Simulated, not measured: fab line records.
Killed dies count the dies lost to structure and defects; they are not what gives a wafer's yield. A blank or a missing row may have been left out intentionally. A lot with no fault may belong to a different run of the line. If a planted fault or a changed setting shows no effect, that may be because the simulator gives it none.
The same fault as seen by 2 desks + flow n5_finfet + numbers are kept per desk, each desk with only its own; the story behind them comes last

## THE METROLOGY DESK
Means of the sampled wafers that have a number, per lot and without regard to the tool the lot ran on: this is what the gauges read. If a lot's mean is further than 4 standard deviations from the usual mean, the lot is out of limits and carries the mark OUT (the distance appears in the brackets). Shown here are 7 of its 10 readings, the ones lying furthest out on some lot.
Columns: A = DIBL_P at N5_BEOL_M4_RC_MEAS_101, usual 36.4 mV/V; B = IOFF_P at N5_BEOL_M4_RC_MEAS_101, usual 0.214 nA/um; C = ION_P at N5_BEOL_M4_RC_MEAS_101, usual 463 uA/um; D = SS_N at N5_BEOL_M4_RC_MEAS_101, usual 71.5 mV/dec; E = SS_P at N5_BEOL_M4_RC_MEAS_101, usual 73.3 mV/dec; F = VT_N at N5_BEOL_M4_RC_MEAS_101, usual 249.2 mV; G = VT_P at N5_BEOL_M4_RC_MEAS_101, usual -250.1 mV
| lot  | first seen here | A    | B     | C   | D    | E    | F     | G      |
|------|-----------------|------|-------|-----|------|------|-------|--------|
| L820 | day 7 20:11     | 36.1 | 0.181 | 454 | 70.9 | 73.5 | 249.8 | -255.4 |
| L821 | day 8 09:56     | 35.4 | 0.218 | 465 | 71.3 | 73.7 | 251.8 | -248.3 |
| L822 | day 8 12:26     | 37.2 | 0.217 | 468 | 71.5 | 73.5 | 248.4 | -249.9 |
| L835 | day 12 00:56    | 34.3 | 0.183 | 464 | 71.5 | 72.4 | 252.0 | -253.4 |
| L838 | day 12 12:46    | 36.8 | 0.231 | 467 | 72.1 | 73.9 | 246.5 | -248.3 |
| L840 | day 13 00:23    | 37.2 | 0.211 | 464 | 71.8 | 73.0 | 248.0 | -250.9 |
| L843 | day 13 15:23    | 36.7 | 0.218 | 460 | 71.4 | 73.9 | 249.2 | -250.6 |
This desk's finding: nothing out of limits on any of the 7 lots.

## FOR THE TOOL OWNER'S DESK: rie_metal-01
The tool's own readings at N5_GATE_CUT_ETCH_56 (etches TiN in Cl2/Ar, target depth 21.6 nm): means of the sampled wafers that have a number, for each lot that ran on this tool. If a lot's mean is further than 4 standard deviations from the usual mean, the lot is out of limits and carries the mark OUT (the distance appears in the brackets).
Columns: A = bias_w at N5_GATE_CUT_ETCH_56, usual 60.01 W; B = chamber_pressure_mTorr at N5_GATE_CUT_ETCH_56, usual 10.000 mTorr; C = drypump_motor_current_A at N5_GATE_CUT_ETCH_56, usual 5.9 A; D = oes_product_au at N5_GATE_CUT_ETCH_56, usual 0.78 a.u.; E = throttle_valve_pct at N5_GATE_CUT_ETCH_56, usual 20.87 %
| lot  | first seen here | A     | B      | C   | D    | E     |
|------|-----------------|-------|--------|-----|------|-------|
| L820 | day 4 08:03     | 60.03 | 10.004 | 5.9 | 0.72 | 20.92 |
| L821 | day 4 13:39     | 59.97 | 10.019 | 5.8 | 0.78 | 20.84 |
| L822 | day 5 00:50     | 60.07 | 9.993  | 5.7 | 0.78 | 20.84 |
| L838 | day 8 17:39     | 60.08 | 10.007 | 5.7 | 0.76 | 20.86 |
| L840 | day 9 07:28     | 60.08 | 9.988  | 5.8 | 0.76 | 20.86 |
| L843 | day 10 03:48    | 60.22 | 9.987  | 5.9 | 0.70 | 20.94 |
This desk's finding: nothing out of limits on any of the 6 lots.

## PUT TOGETHER
At the metrology desk, nothing out of limits was observed.
The desk of the tool owner found nothing out of limits.

## WHAT THE SIMULATOR HAD PUT IN
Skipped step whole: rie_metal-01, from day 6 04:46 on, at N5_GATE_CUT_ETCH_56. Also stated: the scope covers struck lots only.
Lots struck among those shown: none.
